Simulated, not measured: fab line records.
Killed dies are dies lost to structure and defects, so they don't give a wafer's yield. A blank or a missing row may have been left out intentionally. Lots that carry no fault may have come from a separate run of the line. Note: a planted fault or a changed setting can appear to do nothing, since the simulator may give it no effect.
Matching of chambers | flow n5 finfet | N5_MOL_CONTACT_COAG_ETCH_48 on rie diel-05 has 4 sister chambers
The step etches SiOC in C4F6/O2, target depth 15 nm, overetch 4.5 nm, time 17 s. 22 wafers are shown with their chamber, then 11 later ones without.

WAFERS WITH THEIR CHAMBER
wafer  | chamber | rf vpp V (V) | drypump motor current A (A) | showerhead plenum p Torr (Torr)
L077.2 | 0       | 1573         | 5.9                         | 2.79
L077.4 | 2       | 1516         | 4.8                         | 2.73
L077.6 | 2       | 1517         | 4.8                         | 2.73
L079.1 | 3       | 1580         | 6.1                         | 2.82
L079.3 | 1       | 1637         | 5.1                         | 2.88
L079.5 | 3       | 1579         | 6.1                         | 2.82
L080.2 | 2       | 1517         | 4.9                         | 2.73
L080.3 | 3       | 1581         | 6.1                         | 2.82
L080.6 | 0       | 1571         | 5.9                         | 2.79
L082.2 | 1       | 1636         | 5.1                         | 2.88
L082.4 | 2       | 1517         | 4.9                         | 2.73
L082.5 | 1       | 1638         | 5.1                         | 2.88
L083.1 | 2       | 1516         | 4.8                         | 2.72
L083.3 | 1       | 1635         | 5.1                         | 2.88
L083.4 | 3       | 1579         | 6.1                         | 2.82
L084.1 | 2       | 1517         | 4.8                         | 2.72
L084.2 | 0       | 1571         | 5.9                         | 2.79
L084.4 | 1       | 1637         | 5.1                         | 2.88
L087.1 | 0       | 1570         | 5.9                         | 2.78
L087.5 | 0       | 1572         | 5.9                         | 2.78
L087.6 | 1       | 1636         | 5.1                         | 2.87
L088.4 | 2       | 1515         | 4.8                         | 2.72

SIGNATURES, as means of the wafers listed above
reading                  | chamber 0 | chamber 1 | chamber 2 | chamber 3 | scatter within a chamber
rf vpp V                 | 1571.40   | 1636.50   | 1516.43   | 1579.75   | 0.977
drypump motor current A  | 5.900     | 5.100     | 4.829     | 6.100     | 0.0282
showerhead plenum p Torr | 2.7860    | 2.8783    | 2.7257    | 2.8200    | 0.00456
Rule: a wafer lies at a distance from a chamber equal to the root of the sum of squares, over the readings, of (its reading less the chamber's mean, divided by the reading's scatter). The wafer belongs to the nearest chamber; if the next one is less than 2 further off, it can't be placed. The scatter is the square root of a quotient: the sum, over the shown wafers, of each reading's squared deviation from its chamber's mean, divided by wafers minus chambers.

WAFERS WITHOUT THEIR CHAMBER
wafer  | rf vpp V (V) | drypump motor current A (A) | showerhead plenum p Torr (Torr)
L088.5 | 1515         | 4.8                         | 2.72
L088.6 | 1579         | 6.1                         | 2.81
L090.2 | 1635         | 5.1                         | 2.87
L090.3 | 1516         | 4.8                         | 2.72
L090.5 | 1635         | 5.1                         | 2.87
L094.2 | 1570         | 5.9                         | 2.78
L094.3 | 1578         | 6.1                         | 2.81
L094.5 | 1579         | 6.1                         | 2.81
L097.3 | 1634         | 5.1                         | 2.86
L097.4 | 1579         | 6.1                         | 2.80
L097.6 | 1635         | 5.1                         | 2.86

THE CHAMBER EACH PASSED THROUGH
wafer  | from the rows above | in truth
L088.5 | 2                   | 2
L088.6 | 3                   | 3
L090.2 | 1                   | 1
L090.3 | 2                   | 2
L090.5 | 1                   | 1
L094.2 | 0                   | 0
L094.3 | 3                   | 3
L094.5 | 3                   | 3
L097.3 | 1                   | 1
L097.4 | 3                   | 3
L097.6 | 1                   | 1
Correct placement for 11 of the 11. Can't be placed from these rows: 0. 0 placed wrongly.
